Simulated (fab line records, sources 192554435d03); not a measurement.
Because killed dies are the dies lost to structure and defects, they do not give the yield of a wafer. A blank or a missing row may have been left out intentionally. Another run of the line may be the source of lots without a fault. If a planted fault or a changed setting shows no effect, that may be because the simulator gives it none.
Matching of chambers || flow n5-finfet || 3 sister chambers for N5_GATE_CUT_PECVD_57 on pecvd-01
The step deposits SiNx from SiH4/NH3/N2, target thk 21 nm. 20 wafers are shown with their chamber, then 10 later ones without.

== WAFERS, EACH WITH ITS CHAMBER ==
{"wafer": "L075.1", "chamber": 0, "throttle-valve-pct (%)": 40.9, "showerhead-plenum-p-Torr (Torr)": 5.26, "heater-power-w (W)": 678}
{"wafer": "L075.2", "chamber": 2, "throttle-valve-pct (%)": 35.5, "showerhead-plenum-p-Torr (Torr)": 5.04, "heater-power-w (W)": 706}
{"wafer": "L075.3", "chamber": 1, "throttle-valve-pct (%)": 40.3, "showerhead-plenum-p-Torr (Torr)": 5.13, "heater-power-w (W)": 723}
{"wafer": "L075.4", "chamber": 2, "throttle-valve-pct (%)": 35.4, "showerhead-plenum-p-Torr (Torr)": 5.02, "heater-power-w (W)": 692}
{"wafer": "L075.5", "chamber": 0, "throttle-valve-pct (%)": 41.2, "showerhead-plenum-p-Torr (Torr)": 5.26, "heater-power-w (W)": 695}
{"wafer": "L075.6", "chamber": 1, "throttle-valve-pct (%)": 40.1, "showerhead-plenum-p-Torr (Torr)": 5.14, "heater-power-w (W)": 703}
{"wafer": "L077.1", "chamber": 0, "throttle-valve-pct (%)": 41.1, "showerhead-plenum-p-Torr (Torr)": 5.27, "heater-power-w (W)": 781}
{"wafer": "L077.2", "chamber": 1, "throttle-valve-pct (%)": 40.8, "showerhead-plenum-p-Torr (Torr)": 5.13, "heater-power-w (W)": 727}
{"wafer": "L077.4", "chamber": 0, "throttle-valve-pct (%)": 41.0, "showerhead-plenum-p-Torr (Torr)": 5.27, "heater-power-w (W)": 766}
{"wafer": "L078.1", "chamber": 2, "throttle-valve-pct (%)": 35.6, "showerhead-plenum-p-Torr (Torr)": 5.04, "heater-power-w (W)": 603}
{"wafer": "L078.2", "chamber": 0, "throttle-valve-pct (%)": 41.2, "showerhead-plenum-p-Torr (Torr)": 5.29, "heater-power-w (W)": 686}
{"wafer": "L078.4", "chamber": 2, "throttle-valve-pct (%)": 35.7, "showerhead-plenum-p-Torr (Torr)": 5.03, "heater-power-w (W)": 631}
{"wafer": "L080.2", "chamber": 0, "throttle-valve-pct (%)": 41.0, "showerhead-plenum-p-Torr (Torr)": 5.28, "heater-power-w (W)": 650}
{"wafer": "L080.3", "chamber": 2, "throttle-valve-pct (%)": 35.5, "showerhead-plenum-p-Torr (Torr)": 5.04, "heater-power-w (W)": 737}
{"wafer": "L080.4", "chamber": 1, "throttle-valve-pct (%)": 40.4, "showerhead-plenum-p-Torr (Torr)": 5.13, "heater-power-w (W)": 673}
{"wafer": "L084.1", "chamber": 2, "throttle-valve-pct (%)": 35.8, "showerhead-plenum-p-Torr (Torr)": 5.04, "heater-power-w (W)": 696}
{"wafer": "L084.3", "chamber": 0, "throttle-valve-pct (%)": 41.2, "showerhead-plenum-p-Torr (Torr)": 5.27, "heater-power-w (W)": 775}
{"wafer": "L084.5", "chamber": 0, "throttle-valve-pct (%)": 41.1, "showerhead-plenum-p-Torr (Torr)": 5.27, "heater-power-w (W)": 784}
{"wafer": "L085.2", "chamber": 2, "throttle-valve-pct (%)": 35.6, "showerhead-plenum-p-Torr (Torr)": 5.04, "heater-power-w (W)": 702}
{"wafer": "L085.4", "chamber": 2, "throttle-valve-pct (%)": 36.0, "showerhead-plenum-p-Torr (Torr)": 5.05, "heater-power-w (W)": 716}

SIGNATURES (averages over the wafers above)
{"reading": "throttle-valve-pct", "chamber 0": 41.087, "chamber 1": 40.400, "chamber 2": 35.638, "scatter within a chamber": 0.189}
{"reading": "showerhead-plenum-p-Torr", "chamber 0": 5.2713, "chamber 1": 5.1325, "chamber 2": 5.0375, "scatter within a chamber": 0.00879}
{"reading": "heater-power-w", "chamber 0": 726.88, "chamber 1": 706.50, "chamber 2": 685.38, "scatter within a chamber": 46.7}
Rule: for each reading, subtract the chamber's mean from the wafer's reading, divide by that reading's scatter and square the result; add these up over the readings and take the root, which gives the wafer's distance from the chamber. If the next closest chamber is less than 2 further off than the closest, the wafer can't be placed; otherwise it belongs to the closest. The scatter is the square root of a quotient: the sum, over the shown wafers, of each reading's squared deviation from its chamber's mean, divided by wafers minus chambers.

== WAFERS WITH NO CHAMBER GIVEN ==
{"wafer": "L085.6", "throttle-valve-pct (%)": 40.4, "showerhead-plenum-p-Torr (Torr)": 5.14, "heater-power-w (W)": 732}
{"wafer": "L094.1", "throttle-valve-pct (%)": 41.0, "showerhead-plenum-p-Torr (Torr)": 5.27, "heater-power-w (W)": 719}
{"wafer": "L094.2", "throttle-valve-pct (%)": 36.0, "showerhead-plenum-p-Torr (Torr)": 5.04, "heater-power-w (W)": 664}
{"wafer": "L094.3", "throttle-valve-pct (%)": 40.4, "showerhead-plenum-p-Torr (Torr)": 5.14, "heater-power-w (W)": 733}
{"wafer": "L094.4", "throttle-valve-pct (%)": 40.4, "showerhead-plenum-p-Torr (Torr)": 5.14, "heater-power-w (W)": 715}
{"wafer": "L094.5", "throttle-valve-pct (%)": 36.1, "showerhead-plenum-p-Torr (Torr)": 5.03, "heater-power-w (W)": 664}
{"wafer": "L094.6", "throttle-valve-pct (%)": 41.3, "showerhead-plenum-p-Torr (Torr)": 5.27, "heater-power-w (W)": 731}
{"wafer": "L095.1", "throttle-valve-pct (%)": 40.4, "showerhead-plenum-p-Torr (Torr)": 5.14, "heater-power-w (W)": 612}
{"wafer": "L095.3", "throttle-valve-pct (%)": 41.3, "showerhead-plenum-p-Torr (Torr)": 5.26, "heater-power-w (W)": 721}
{"wafer": "L095.6", "throttle-valve-pct (%)": 41.1, "showerhead-plenum-p-Torr (Torr)": 5.27, "heater-power-w (W)": 722}

== CHAMBER TAKEN BY EACH ==
{"wafer": "L085.6", "from the rows above": 1, "in truth": 1}
{"wafer": "L094.1", "from the rows above": 0, "in truth": 0}
{"wafer": "L094.2", "from the rows above": 2, "in truth": 2}
{"wafer": "L094.3", "from the rows above": 1, "in truth": 1}
{"wafer": "L094.4", "from the rows above": 1, "in truth": 1}
{"wafer": "L094.5", "from the rows above": 2, "in truth": 2}
{"wafer": "L094.6", "from the rows above": 0, "in truth": 0}
{"wafer": "L095.1", "from the rows above": 1, "in truth": 1}
{"wafer": "L095.3", "from the rows above": 0, "in truth": 0}
{"wafer": "L095.6", "from the rows above": 0, "in truth": 0}
Placed correctly: 10 of 10. Not placeable from these rows: 0. Number placed wrongly: 0.
